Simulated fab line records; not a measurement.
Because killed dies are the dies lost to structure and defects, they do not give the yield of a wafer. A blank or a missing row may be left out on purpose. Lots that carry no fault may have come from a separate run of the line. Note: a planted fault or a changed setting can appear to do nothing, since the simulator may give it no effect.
The tool behind it: which one? ; flow n5Finfet ; 33 wafers from 11 lots sampled at 5 of the route's 1938 steps

== WHAT THE GAUGES READ, wafer by wafer ==
N5_BEOL_M11_CD_MEAS_11: target cd 64.1 nm. Usual: cdNm 64.4 nm, standard deviation 0.5.
lot;measured;on;cdNm (nm);flag
L978;day 11 18:13;cdSem-02;64.3 64.8 64.4;
L982;day 12 10:52;cdSem-03;64.8 64.7 64.4;
L981;day 12 11:16;cdSem-01;63.9 63.3 64.1;
L984;day 12 13:02;cdSem-03;63.6 63.3 63.7;
L983;day 12 13:56;cdSem-03;64.7 64.9 65.2;
L986;day 13 08:02;cdSem-03;64.6 64.4 65.1;
L988;day 13 11:54;cdSem-03;63.8 64.2 64.2;
L992;day 15 04:26;cdSem-03;64.8 64.1 64.1;
L998;day 16 20:01;cdSem-01;64.7 64.8 64.7;
L100;day 17 03:53;cdSem-01;64.3 64.4 64.5;
L999;day 17 04:35;cdSem-01;65.2 66.1 64.4;

N5_BEOL_M11_INSPECT_13: inspects for defects (brightfield). Usual: rawDefectCount 412, standard deviation 94.
lot;measured;on;rawDefectCount;flag
L978;day 11 18:16;defectInspect-01;334 425 368;
L982;day 12 10:55;defectInspect-02;360 528 431;
L981;day 12 11:20;defectInspect-01;434 395 376;
L984;day 12 13:06;defectInspect-02;561 333 496;
L983;day 12 13:59;defectInspect-01;382 428 525;
L986;day 13 08:06;defectInspect-01;302 363 361;
L988;day 13 11:57;defectInspect-01;350 294 408;
L992;day 15 04:30;defectInspect-01;293 465 1212;
L998;day 16 20:04;defectInspect-02;341 1150 359;
L100;day 17 03:57;defectInspect-01;496 579 398;
L999;day 17 04:38;defectInspect-01;289 289 271;

N5_BEOL_M11_CD_MEAS_18: pitch 140 nm, target cd 70 nm. Usual: cdNm 70.1 nm, standard deviation 0.66.
lot;measured;on;cdNm (nm);flag
L978;day 11 18:46;cdSem-02;70.3 70.6 70.2;
L982;day 12 11:25;cdSem-01;71.4 70.4 70.6;
L981;day 12 11:49;cdSem-03;69.6 69.0 69.9;
L984;day 12 13:41;cdSem-03;69.3 69.5 69.4;
L983;day 12 14:31;cdSem-01;69.9 71.5 71.5;
L986;day 13 08:35;cdSem-02;71.0 69.9 70.2;
L988;day 13 12:29;cdSem-01;70.5 69.4 69.6;
L992;day 15 04:59;cdSem-01;70.0 70.3 69.6;
L998;day 16 20:43;cdSem-01;70.6 70.5 70.7;
L100;day 17 04:32;cdSem-02;70.6 71.0 71.0;
L999;day 17 05:08;cdSem-02;71.0 71.1 70.2;

== WHAT TOOL EACH LOT RAN ON (gives the tool, then ch and the chambers of the sampled wafers, and finally the start) ==
lot;N5_BEOL_M11_HM_DEP_02;N5_BEOL_M11_DESCUM_16
L978;pvdSputter-02, day 11 17:43;rieDiel-06 ch 0,2, day 11 18:18
L982;pvdSputter-01, day 12 10:22;rieDiel-06 ch 0,3, day 12 10:57
L981;pvdSputter-03, day 12 10:46;rieDiel-04 ch 0,1, day 12 11:22
L984;pvdSputter-01, day 12 12:40;rieDiel-04 ch 0,1,2, day 12 13:08
L983;pvdSputter-03, day 12 13:26;rieDiel-04 ch 0,3, day 12 14:01
L986;pvdSputter-01, day 13 07:29;rieDiel-02 ch 0,1,2, day 13 08:08
L988;pvdSputter-01, day 13 11:24;rieDiel-04 ch 1,3, day 13 11:59
L992;pvdSputter-03, day 15 03:57;rieDiel-02 ch 0,1,2, day 15 04:32
L998;pvdSputter-03, day 16 19:31;rieDiel-04 ch 1,2,3, day 16 20:07
L100;pvdSputter-01, day 17 03:23;rieDiel-04 ch 1,3, day 17 04:05
L999;pvdSputter-02, day 17 04:13;rieDiel-02 ch 0,1,2, day 17 04:41
- N5_BEOL_M11_HM_DEP_02: deposits TiN, target thk 20 nm.
- N5_BEOL_M11_DESCUM_16: chemistry O2, time 7.9 s.

== WHAT THE TOOLS THEMSELVES READ (means of the sampled wafers that have a number; where no wafer has one, the mark that the record gives instead) ==
N5_BEOL_M11_HM_DEP_02. Usual: substrateTempC 24.99 C, standard deviation 0.11; throttleValvePct 29.9 %, standard deviation 1.
lot;tool;substrateTempC (C);throttleValvePct (%);flag
L978;pvdSputter-02;25.00;29.2;
L982;pvdSputter-01;25.03;30.6;
L981;pvdSputter-03;24.96;29.6;
L984;pvdSputter-01;24.90;30.3;
L983;pvdSputter-03;25.03;29.6;
L986;pvdSputter-01;24.95;30.2;
L988;pvdSputter-01;25.07;30.5;
L992;pvdSputter-03;24.97;29.6;
L998;pvdSputter-03;25.01;29.6;
L100;pvdSputter-01;25.05;31.4;
L999;pvdSputter-02;25.02;29.0;

N5_BEOL_M11_DESCUM_16. Usual: drypumpMotorCurrentA 5.8 A, standard deviation 0.38; o2FlowSccm 225.0 sccm, standard deviation 0.84; oesProductAu 0.84 a.u., standard deviation 0.089; rfVppV 243.7 V, standard deviation 1.3; showerheadPlenumPTorr 2.14 Torr, standard deviation 0.07; throttleValvePct 20.42 %, standard deviation 0.23.
lot;tool;drypumpMotorCurrentA (A);o2FlowSccm (sccm);oesProductAu (a.u.);rfVppV (V);showerheadPlenumPTorr (Torr);throttleValvePct (%);flag
L978;rieDiel-06;5.9;225.2;0.82;245.1;2.16;20.24;
L982;rieDiel-06;5.9;225.1;0.83;242.6;2.10;20.39;
L981;rieDiel-04;6.0;226.9;0.99;242.6;2.11;20.26;
L984;rieDiel-04;5.8;225.1;0.91;243.3;2.17;20.46;
L983;rieDiel-04;5.7;226.0;0.87;243.1;2.16;20.30;
L986;rieDiel-02;5.9;225.0;0.86;244.4;2.14;20.39;
L988;rieDiel-04;5.7;225.2;0.91;242.1;2.06;20.16;
L992;rieDiel-02;5.9;224.8;0.83;244.1;2.13;20.40;
L998;rieDiel-04;5.5;224.2;0.80;244.2;2.11;20.38;
L100;rieDiel-04;5.7;225.0;0.86;243.0;2.06;20.20;
L999;rieDiel-02;5.9;225.0;0.82;243.6;2.13;20.43;

== THE ANSWER, worked out from the rows above alone ==
Rule: a lot counts as off when the mean over its wafers that have a number is more than 3 standard deviations away from the usual mean. Also off: a lot with no number at a reading for which 4 or more lots have one. All remaining lots with rows at the step are treated as sound. The gauges are gone through in route order, then the tools' own readings, and for those a lot's mean is taken as printed above. At the first step where some lot is off, the reading lying furthest off is the one used; lots without a number count as furthest.
No lot is off at any reading shown: from this, nothing can be told.

== WHAT WAS PUT IN BY THE SIMULATOR ==
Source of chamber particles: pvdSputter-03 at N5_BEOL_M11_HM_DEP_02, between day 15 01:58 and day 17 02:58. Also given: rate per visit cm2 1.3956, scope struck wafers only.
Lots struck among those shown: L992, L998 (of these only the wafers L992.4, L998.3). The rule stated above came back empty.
